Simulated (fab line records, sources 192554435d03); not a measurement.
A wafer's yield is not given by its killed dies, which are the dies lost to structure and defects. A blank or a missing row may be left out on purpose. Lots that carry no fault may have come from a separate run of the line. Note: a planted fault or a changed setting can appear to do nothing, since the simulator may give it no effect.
The tool behind it: which one? || flow n5 finfet || 30 wafers from 10 lots sampled at 5 of the route's 1938 steps

## WHAT THE GAUGES READ, wafer by wafer
N5_START_INSPECT_01: inspects for defects (unpatterned scan).
{"lot": "L669", "measured": "day 2 00:02", "on": "defect inspect-02", "raw defect count": "4 3 4"}
{"lot": "L671", "measured": "day 2 12:02", "on": "defect inspect-02", "raw defect count": "5 4 3"}
{"lot": "L673", "measured": "day 3 00:02", "on": "defect inspect-02", "raw defect count": "4 9 7"}
{"lot": "L677", "measured": "day 4 00:02", "on": "defect inspect-01", "raw defect count": "5 1 6"}
{"lot": "L680", "measured": "day 4 18:02", "on": "defect inspect-02", "raw defect count": "9 9 8"}
{"lot": "L681", "measured": "day 5 00:02", "on": "defect inspect-02", "raw defect count": "4 6 11"}
{"lot": "L682", "measured": "day 5 06:02", "on": "defect inspect-02", "raw defect count": "5 2 4"}
{"lot": "L684", "measured": "day 5 18:02", "on": "defect inspect-01", "raw defect count": "4 7 5"}
{"lot": "L687", "measured": "day 6 12:02", "on": "defect inspect-01", "raw defect count": "5 7 7"}
{"lot": "L690", "measured": "day 7 06:02", "on": "defect inspect-02", "raw defect count": "3 12 1"}

N5_WELL_APT_INSPECT_10: inspects for defects (macro).
{"lot": "L669", "measured": "day 2 01:38", "on": "defect inspect-02", "raw defect count": "0 3 0"}
{"lot": "L671", "measured": "day 2 13:46", "on": "defect inspect-01", "raw defect count": "4 3 4"}
{"lot": "L673", "measured": "day 3 02:06", "on": "defect inspect-02", "raw defect count": "6 4 3"}
{"lot": "L677", "measured": "day 4 02:05", "on": "defect inspect-01", "raw defect count": "3 0 0"}
{"lot": "L680", "measured": "day 4 19:37", "on": "defect inspect-02", "raw defect count": "3 2 1"}
{"lot": "L681", "measured": "day 5 01:50", "on": "defect inspect-01", "raw defect count": "6 2 3"}
{"lot": "L682", "measured": "day 5 07:44", "on": "defect inspect-02", "raw defect count": "0 3 4"}
{"lot": "L684", "measured": "day 5 20:14", "on": "defect inspect-02", "raw defect count": "1 1 1"}
{"lot": "L687", "measured": "day 6 13:46", "on": "defect inspect-01", "raw defect count": "5 1 5"}
{"lot": "L690", "measured": "day 7 07:37", "on": "defect inspect-02", "raw defect count": "1 3 1"}

N5_BEOL_M4_RC_MEAS_101.
{"lot": "L669", "measured": "day 8 08:31", "on": "prober-01", "DIBL_N (mV/V)": "32.3 37.0 35.8", "DIBL_P (mV/V)": "33.3 38.7 37.5", "IOFF_N (nA/um)": "0.11 0.19 0.16", "IOFF_P (nA/um)": "0.18 0.27 0.25", "ION_N (uA/um)": "672 694 688", "ION_P (uA/um)": "481 481 484", "SS_N (mV/dec)": "71.6 71.2 71.5", "SS_P (mV/dec)": "72.3 73.3 73.6", "VT_N (mV)": "254 247 249", "VT_P (mV)": "-248 -245 -247"}
{"lot": "L671", "measured": "day 9 04:03", "on": "prober-01", "DIBL_N (mV/V)": "34.1 37.2 35.7", "DIBL_P (mV/V)": "36.1 39.6 36.1", "IOFF_N (nA/um)": "0.14 0.17 0.15", "IOFF_P (nA/um)": "0.20 0.26 0.19", "ION_N (uA/um)": "670 664 660", "ION_P (uA/um)": "461 463 458", "SS_N (mV/dec)": "71.1 71.7 72.0", "SS_P (mV/dec)": "72.7 73.7 72.8", "VT_N (mV)": "248 250 251", "VT_P (mV)": "-250 -250 -252"}
{"lot": "L673", "measured": "day 9 14:43", "on": "prober-02", "DIBL_N (mV/V)": "39.7 37.9 37.7", "DIBL_P (mV/V)": "39.7 38.4 38.9", "IOFF_N (nA/um)": "0.20 0.16 0.17", "IOFF_P (nA/um)": "0.22 0.20 0.20", "ION_N (uA/um)": "671 676 669", "ION_P (uA/um)": "456 462 453", "SS_N (mV/dec)": "72.8 72.7 72.5", "SS_P (mV/dec)": "74.2 73.3 73.7", "VT_N (mV)": "247 250 249", "VT_P (mV)": "-252 -257 -253"}
{"lot": "L677", "measured": "day 10 05:26", "on": "prober-01", "DIBL_N (mV/V)": "34.6 36.7 38.2", "DIBL_P (mV/V)": "34.5 38.1 38.4", "IOFF_N (nA/um)": "0.12 0.17 0.17", "IOFF_P (nA/um)": "0.15 0.21 0.20", "ION_N (uA/um)": "653 671 670", "ION_P (uA/um)": "442 457 453", "SS_N (mV/dec)": "72.0 72.0 71.8", "SS_P (mV/dec)": "72.8 73.1 73.3", "VT_N (mV)": "256 248 253", "VT_P (mV)": "-254 -253 -254"}
{"lot": "L680", "measured": "day 11 12:25", "on": "prober-01", "DIBL_N (mV/V)": "36.8 37.1 34.5", "DIBL_P (mV/V)": "38.0 37.9 34.3", "IOFF_N (nA/um)": "0.18 0.18 0.13", "IOFF_P (nA/um)": "0.25 0.26 0.20", "ION_N (uA/um)": "691 684 663", "ION_P (uA/um)": "474 473 459", "SS_N (mV/dec)": "71.4 71.4 70.8", "SS_P (mV/dec)": "74.8 73.8 73.7", "VT_N (mV)": "247 249 249", "VT_P (mV)": "-247 -247 -251"}
{"lot": "L681", "measured": "day 11 12:26", "on": "prober-02", "DIBL_N (mV/V)": "37.0 34.1 35.9", "DIBL_P (mV/V)": "37.2 33.6 35.8", "IOFF_N (nA/um)": "0.17 0.12 0.15", "IOFF_P (nA/um)": "0.23 0.17 0.20", "ION_N (uA/um)": "696 655 687", "ION_P (uA/um)": "473 457 474", "SS_N (mV/dec)": "71.3 70.9 70.9", "SS_P (mV/dec)": "72.7 72.2 73.0", "VT_N (mV)": "247 253 252", "VT_P (mV)": "-248 -253 -252"}
{"lot": "L682", "measured": "day 11 23:55", "on": "prober-01", "DIBL_N (mV/V)": "35.3 39.3 34.5", "DIBL_P (mV/V)": "34.9 39.6 34.0", "IOFF_N (nA/um)": "0.14 0.23 0.14", "IOFF_P (nA/um)": "0.22 0.30 0.21", "ION_N (uA/um)": "673 675 684", "ION_P (uA/um)": "471 467 476", "SS_N (mV/dec)": "71.3 72.1 70.8", "SS_P (mV/dec)": "72.7 73.4 72.3", "VT_N (mV)": "249 247 248", "VT_P (mV)": "-248 -242 -248"}
{"lot": "L684", "measured": "day 12 15:20", "on": "prober-02", "DIBL_N (mV/V)": "37.7 36.5 33.0", "DIBL_P (mV/V)": "37.9 36.7 32.1", "IOFF_N (nA/um)": "0.17 0.17 0.10", "IOFF_P (nA/um)": "0.25 0.25 0.16", "ION_N (uA/um)": "685 682 655", "ION_P (uA/um)": "477 478 458", "SS_N (mV/dec)": "72.1 71.6 70.3", "SS_P (mV/dec)": "73.7 73.6 71.6", "VT_N (mV)": "249 249 259", "VT_P (mV)": "-248 -247 -254"}
{"lot": "L687", "measured": "day 12 23:37", "on": "prober-02", "DIBL_N (mV/V)": "36.1 34.5 33.7", "DIBL_P (mV/V)": "38.5 35.5 33.6", "IOFF_N (nA/um)": "0.17 0.14 0.12", "IOFF_P (nA/um)": "0.24 0.20 0.17", "ION_N (uA/um)": "673 666 662", "ION_P (uA/um)": "474 462 456", "SS_N (mV/dec)": "71.7 72.0 71.0", "SS_P (mV/dec)": "74.1 73.4 72.7", "VT_N (mV)": "250 250 252", "VT_P (mV)": "-250 -251 -255"}
{"lot": "L690", "measured": "day 13 18:54", "on": "prober-02", "DIBL_N (mV/V)": "37.6 35.1 38.3", "DIBL_P (mV/V)": "36.7 33.4 38.3", "IOFF_N (nA/um)": "0.17 0.13 0.19", "IOFF_P (nA/um)": "0.24 0.19 0.27", "ION_N (uA/um)": "673 661 701", "ION_P (uA/um)": "467 461 481", "SS_N (mV/dec)": "71.1 70.7 71.2", "SS_P (mV/dec)": "74.5 72.1 73.5", "VT_N (mV)": "249 252 247", "VT_P (mV)": "-247 -249 -243"}

## WHICH TOOL RAN EACH LOT (tool, then ch and the chambers of the sampled wafers, then the start)
{"lot": "L669", "N5_WELL_APT_IMPLANT_15": "implanter-01 ch 0, day 2 02:00", "N5_WELL_APT_DESCUM_30": "rie diel-05 ch 0,2,3, day 2 02:56"}
{"lot": "L671", "N5_WELL_APT_IMPLANT_15": "implanter-02 ch 0, day 2 14:06", "N5_WELL_APT_DESCUM_30": "rie diel-01 ch 1,2,3, day 2 15:02"}
{"lot": "L673", "N5_WELL_APT_IMPLANT_15": "implanter-02 ch 0, day 3 02:28", "N5_WELL_APT_DESCUM_30": "rie diel-01 ch 1,2,3, day 3 03:16"}
{"lot": "L677", "N5_WELL_APT_IMPLANT_15": "implanter-02 ch 0, day 4 02:26", "N5_WELL_APT_DESCUM_30": "rie diel-05 ch 0,1,2, day 4 03:14"}
{"lot": "L680", "N5_WELL_APT_IMPLANT_15": "implanter-01 ch 0, day 4 19:55", "N5_WELL_APT_DESCUM_30": "rie diel-04 ch 0,1,2, day 4 21:04"}
{"lot": "L681", "N5_WELL_APT_IMPLANT_15": "implanter-02 ch 0, day 5 02:11", "N5_WELL_APT_DESCUM_30": "rie diel-04 ch 1,2, day 5 03:20"}
{"lot": "L682", "N5_WELL_APT_IMPLANT_15": "implanter-02 ch 0, day 5 08:03", "N5_WELL_APT_DESCUM_30": "rie diel-05 ch 1,2, day 5 09:08"}
{"lot": "L684", "N5_WELL_APT_IMPLANT_15": "implanter-02 ch 0, day 5 20:34", "N5_WELL_APT_DESCUM_30": "rie diel-04 ch 0,2,3, day 5 21:23"}
{"lot": "L687", "N5_WELL_APT_IMPLANT_15": "implanter-01 ch 0, day 6 14:46", "N5_WELL_APT_DESCUM_30": "rie diel-05 ch 0,1,2, day 6 15:44"}
{"lot": "L690", "N5_WELL_APT_IMPLANT_15": "implanter-01 ch 0, day 7 08:10", "N5_WELL_APT_DESCUM_30": "rie diel-01 ch 0,1,2, day 7 09:05"}
- N5_WELL_APT_IMPLANT_15
- N5_WELL_APT_DESCUM_30: chemistry O2, time 7.9 s.

## AS READ BY THE TOOLS THEMSELVES (means over the sampled wafers that have a number; for cases with no such wafer, the mark the record gives instead)
N5_WELL_APT_IMPLANT_15.
{"lot": "L669", "tool": "implanter-01", "dose ions cm2": 1.5008e+13, "faraday current uA": 189, "tilt deg (degrees)": 0.016}
{"lot": "L671", "tool": "implanter-02", "dose ions cm2": 1.5001e+13, "faraday current uA": 192, "tilt deg (degrees)": -0.012}
{"lot": "L673", "tool": "implanter-02", "dose ions cm2": 1.4993e+13, "faraday current uA": 193, "tilt deg (degrees)": 0.003}
{"lot": "L677", "tool": "implanter-02", "dose ions cm2": 1.5007e+13, "faraday current uA": 190, "tilt deg (degrees)": -0.007}
{"lot": "L680", "tool": "implanter-01", "dose ions cm2": 1.4997e+13, "faraday current uA": 191, "tilt deg (degrees)": 0.001}
{"lot": "L681", "tool": "implanter-02", "dose ions cm2": 1.6474e+13, "faraday current uA": 208, "tilt deg (degrees)": -0.018}
{"lot": "L682", "tool": "implanter-02", "dose ions cm2": 1.6474e+13, "faraday current uA": 207, "tilt deg (degrees)": -0.025}
{"lot": "L684", "tool": "implanter-02", "dose ions cm2": 1.6470e+13, "faraday current uA": 212, "tilt deg (degrees)": -0.008}
{"lot": "L687", "tool": "implanter-01", "dose ions cm2": 1.4998e+13, "faraday current uA": 194, "tilt deg (degrees)": 0.028}
{"lot": "L690", "tool": "implanter-01", "dose ions cm2": 1.5012e+13, "faraday current uA": 186, "tilt deg (degrees)": 0.002}

N5_WELL_APT_DESCUM_30.
{"lot": "L669", "tool": "rie diel-05", "drypump motor current A (A)": 5.2, "oes product au (a.u.)": 0.78, "rf vpp V (V)": 242.6, "showerhead plenum p Torr (Torr)": 2.03, "throttle valve pct (%)": 20.52}
{"lot": "L671", "tool": "rie diel-01", "drypump motor current A (A)": 5.5, "oes product au (a.u.)": 0.83, "rf vpp V (V)": 244.4, "showerhead plenum p Torr (Torr)": 2.16, "throttle valve pct (%)": 20.52}
{"lot": "L673", "tool": "rie diel-01", "drypump motor current A (A)": 5.5, "oes product au (a.u.)": 0.82, "rf vpp V (V)": 244.0, "showerhead plenum p Torr (Torr)": 2.16, "throttle valve pct (%)": 20.53}
{"lot": "L677", "tool": "rie diel-05", "drypump motor current A (A)": 5.4, "oes product au (a.u.)": 0.80, "rf vpp V (V)": 241.7, "showerhead plenum p Torr (Torr)": 1.99, "throttle valve pct (%)": 20.45}
{"lot": "L680", "tool": "rie diel-04", "drypump motor current A (A)": 5.8, "oes product au (a.u.)": 0.71, "rf vpp V (V)": 244.3, "showerhead plenum p Torr (Torr)": 2.08, "throttle valve pct (%)": 20.42}
{"lot": "L681", "tool": "rie diel-04", "drypump motor current A (A)": 5.7, "oes product au (a.u.)": 0.72, "rf vpp V (V)": 243.3, "showerhead plenum p Torr (Torr)": 2.08, "throttle valve pct (%)": 20.47}
{"lot": "L682", "tool": "rie diel-05", "drypump motor current A (A)": 5.6, "oes product au (a.u.)": 0.82, "rf vpp V (V)": 241.8, "showerhead plenum p Torr (Torr)": 2.01, "throttle valve pct (%)": 20.41}
{"lot": "L684", "tool": "rie diel-04", "drypump motor current A (A)": 5.6, "oes product au (a.u.)": 0.69, "rf vpp V (V)": 243.7, "showerhead plenum p Torr (Torr)": 2.15, "throttle valve pct (%)": 20.49}
{"lot": "L687", "tool": "rie diel-05", "drypump motor current A (A)": 5.4, "oes product au (a.u.)": 0.78, "rf vpp V (V)": 241.9, "showerhead plenum p Torr (Torr)": 1.98, "throttle valve pct (%)": 20.48}
{"lot": "L690", "tool": "rie diel-01", "drypump motor current A (A)": 5.5, "oes product au (a.u.)": 0.85, "rf vpp V (V)": 243.4, "showerhead plenum p Torr (Torr)": 2.09, "throttle valve pct (%)": 20.33}

## THE ANSWER, worked out from the rows above alone
Rule: the lots themselves supply what counts as usual. The widest of any qualifying gaps counts: lots, ordered by their means at a reading, are off when they make up no more than a third of the lots, leave a main group of 4 or more, and stand apart from it by 3 or more times the standard deviation of that group's means. Not used: any main group whose means are identical at the precision the tables above print for the reading. Also off: a lot with no number at a reading for which 4 or more lots have one. Where the step has rows for the other lots, those lots are counted as sound. Order of review: gauges by route order, followed by the tools' own readings, for which a lot's mean as printed above is used. At the first step where some lot is off, the reading lying furthest off is the one used; lots without a number count as furthest.
Off: L681, L682, L684, at N5_WELL_APT_IMPLANT_15 (dose ions cm2). The main group: mean 1.5002e+13, standard deviation 6.4e+09.
A tool fits if, at that step or a process step before it, it ran every lot that is off, and no sound lot after the first of them. One candidate fits, namely implanter-02 at N5_WELL_APT_IMPLANT_15. Its last sound lot is L677 (day 4 02:26), its first lot that is off L681 (day 5 02:11): a fault that began between those two fits.
The tool's own readings at N5_WELL_APT_IMPLANT_15 bear it out: on the lots that are off they differ by more than 5 times the standard deviation of the sound lots' means. dose ions cm2 reads 1.6473e+13 there against 1.5002e+13 on the sound lots; faraday current uA reads 209 there against 191 on the sound lots.

## WHAT WAS PUT IN BY THE SIMULATOR
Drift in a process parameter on implanter-02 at N5_WELL_APT_IMPLANT_15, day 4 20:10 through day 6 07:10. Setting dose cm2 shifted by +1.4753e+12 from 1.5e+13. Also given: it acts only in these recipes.
Shown lots that were struck: L681, L682, L684. The rule given above showed the same thing.
